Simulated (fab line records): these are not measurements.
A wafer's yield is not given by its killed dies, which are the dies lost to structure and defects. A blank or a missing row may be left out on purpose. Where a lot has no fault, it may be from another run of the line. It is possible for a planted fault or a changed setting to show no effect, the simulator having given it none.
One fault seen from 2 desks    flow n5 finfet    numbers are kept per desk, each desk with only its own; the story behind them comes last

THE TOOL OWNER'S DESK: rie diel-05
The tool's own readings at N5_BEOL_M9_VIA_ETCH_34 (etches SiCOH lowk in C4F6/O2, target depth 182.4 nm, time 68.4 s): means of the sampled wafers that have a number, for each lot that ran on this tool. Marked OUT: a lot whose mean sits more than 4 standard deviations from the usual mean, which makes it out of limits; the brackets give that distance. Of its 8 readings 7 are shown: the one that was out of limits first, and those that lie furthest out on some lot.
Columns: A = drypump motor current A at N5_BEOL_M9_VIA_ETCH_34, usual 5.80 A; B = oes_f_703_au at N5_BEOL_M9_VIA_ETCH_34, usual 0.78 a.u.; C = oes_o_777_au at N5_BEOL_M9_VIA_ETCH_34, usual 0.78 a.u.; D = oes product au at N5_BEOL_M9_VIA_ETCH_34, usual 0.78 a.u.; E = rf fwd power W at N5_BEOL_M9_VIA_ETCH_34, usual 342.2 W; F = rf vpp V at N5_BEOL_M9_VIA_ETCH_34, usual 667 V; G = throttle valve pct at N5_BEOL_M9_VIA_ETCH_34, usual 20.85 %
lot   first seen here  A     B     C     D     E                F               G
L182  day 11 21:15     5.86  0.74  0.74  0.75  340.8            667             21.00
L185  day 12 18:37     5.76  0.79  0.79  0.80  342.9            666             20.85
L188  day 13 13:56     5.86  0.52  0.54  0.69  259.0 (-69) OUT  767 (+10) OUT   20.99
L191  day 14 04:53     5.96  0.47  0.50  0.63  259.0 (-69) OUT  761 (+9.4) OUT  21.29
This desk's finding: out of limits on L188, L191; first on L188, day 13 13:56 (rf fwd power W at N5_BEOL_M9_VIA_ETCH_34). Within limits: L182, L185.

AT THE METROLOGY DESK
What the gauges read, lot by lot, whatever tool the lot ran on: means of the sampled wafers that have a number. Marked OUT: a lot whose mean sits more than 4 standard deviations from the usual mean, which makes it out of limits; the brackets give that distance.
Columns: A = cd nm at N5_BEOL_M9_CD_MEAS_28, usual 70.06 nm; B = cd nm at N5_BEOL_M9_CD_MEAS_35, usual 69.8 nm
lot   first seen here  A      B
L178  day 10 16:52     70.02  69.6
L181  day 11 18:38     69.81  69.3
L182  day 11 20:57     70.13  69.4
L184  day 12 07:22     70.02  70.3
L185  day 12 16:02     69.85  70.0
L189  day 13 13:34     69.98  70.3
L188  day 13 13:37     70.11  69.3
L191  day 14 04:14     70.29  70.2
L195  day 14 18:17     70.23  69.9
L198  day 16 04:47     70.08  69.6
This desk's finding: nothing out of limits on any of the 10 lots.

ALL TOGETHER
The tool owner's desk had the chance to raise an alarm at day 13 13:56 on L188, L191.
The metrology desk saw nothing out of limits.
The metrology desk has L188, L191 on record, within its limits.
All the named lots went through N5_BEOL_M9_VIA_ETCH_34 on rie diel-05.

WHAT THE SIMULATOR HAD INSERTED
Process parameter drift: rie diel-05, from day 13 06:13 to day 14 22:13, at N5_BEOL_M9_VIA_ETCH_34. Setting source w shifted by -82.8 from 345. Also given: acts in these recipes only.
Shown lots that were struck: L188, L191.
How many hours passed from the start of the fault until each desk's first out-of-limits reading: the tool owner's desk, 8.
